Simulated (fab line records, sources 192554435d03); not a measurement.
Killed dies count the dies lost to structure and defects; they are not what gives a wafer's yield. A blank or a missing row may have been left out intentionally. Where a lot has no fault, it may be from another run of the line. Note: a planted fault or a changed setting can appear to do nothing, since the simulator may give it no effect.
Split-lot study -- flow n5_finfet -- 21 wafers read across 7 lots, on a route 1938 steps long

SPLIT DETAILS
At N5_BEOL_M8_DESCUM_16 (chemistry O2, time 7.9 s), the setting time_s was moved away from the recipe's 7.9 s on 4 of the 21 wafers read, by -12.1% to +20.1%. The other wafers ran this setting at the recipe's value.

Reading taken at the split's own step.

THE READING
CAR-ArF_of_BEOL_M8_COAT_05.thk_nm (the simulator's own value, which no gauge read), in nm, at N5_BEOL_M8_DESCUM_16 (chemistry O2, time 7.9 s). The file does not state a usual value for it. Average 83.7 nm, standard deviation 0.19 nm, over the 17 wafers here run with the recipe.

wafer,"tool, chamber at the split","time_s as run, s",against the recipe,"CAR-ArF_of_BEOL_M8_COAT_05.thk_nm, nm",against lot-mates on the recipe
L074.2,"rie_diel-03, 2",7.9,recipe,83.6,-
L074.3,"rie_diel-03, 1,2",7.9,recipe,84,-
L074.6,"rie_diel-03, 1,2",7.9,recipe,84,-
L075.3,"rie_diel-01, 1",7.9,recipe,83.4,-
L075.4,"rie_diel-01, 3",7.9,recipe,83.6,-
L075.6,"rie_diel-01, 3",7.9,recipe,83.6,-
L083.3,"rie_diel-05, 0,3",7.9,recipe,83.8,-
L083.5,"rie_diel-05, 0,3",7.9,recipe,83.8,-
L083.4,"rie_diel-05, 1",9.488,+20.1%,82.8,-1.0
L087.4,"rie_diel-05, 1,0",8.84,+11.9%,83,-0.2
L087.5,"rie_diel-05, 1,0",8.84,+11.9%,83,-0.2
L087.6,"rie_diel-05, 3",7.9,recipe,83.2,-
L086.1,"rie_diel-03, 2,1",7.9,recipe,83.8,-
L086.4,"rie_diel-03, 2,1",7.9,recipe,83.8,-
L086.2,"rie_diel-03, 3",7.9,recipe,83.6,-
L091.2,"rie_diel-05, 3",7.9,recipe,83.6,-
L091.3,"rie_diel-05, 3",7.9,recipe,83.6,-
L091.5,"rie_diel-05, 3",6.941,-12.1%,84.4,+0.8
L093.3,"rie_diel-05, 3",7.9,recipe,83.6,-
L093.5,"rie_diel-05, 3",7.9,recipe,83.6,-
L093.6,"rie_diel-05, 0",7.9,recipe,83.8,-
The file does not say which wafer passed through which chamber wherever a row lists several chambers: such a row stands for several wafers.

FIT RESULTS
A straight line over all 21 wafers: CAR-ArF_of_BEOL_M8_COAT_05.thk_nm changes by -0.0509 nm for each +1% of time_s; r = -0.87; the points scatter about the line by 0.19 nm.
The same after taking each lot's own level away (the mean of its wafers on the recipe; 21 wafers): -0.0428 nm for each +1%; r = -0.87; scatter 0.15 nm.
The reading moves by 0.86 nm for the largest change in time_s, on that fit.
Across the lots, their own levels run from 83.20 to 83.87 nm, a range of 3.4 times the standard deviation given above.
So the slope is not independent of the lot-to-lot level: the two fits are not the same.
Check: -0.657 nm against its lot-mates is what the line predicts for one of the wafers moved furthest among these (+20.1%) when that wafer is left out of the fit. It came out at -1 nm against them.

ADDITIONAL SPLITS CARRIED BY THESE WAFERS
Other splits were also applied to these wafers ahead of the reading. Each is held against what the fit with the lots' levels taken away leaves over:
other split on the same wafers,wafers away from the commonest value,r with CAR-ArF_of_BEOL_M8_COAT_05.thk_nm (lot level and that fit taken away)
N5_BEOL_M6_EXPOSE_25 dose_mj,9,-0.38
N5_BEOL_M7_HM_DEP_02 target_thk_a,8,-0.04
N5_BEOL_M7_EXPOSE_08 dose_mj,1,-0.05
N5_BEOL_M8_PECVD_70 temp_c,7,-0.07
N5_BEOL_M8_COAT_60 spin_rpm,4,+0.04

THE FILE'S OWN FIT
CAR-ArF_of_BEOL_M8_COAT_05.thk_nm changes by -0.0465 nm for each +1% of time_s, r = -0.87.
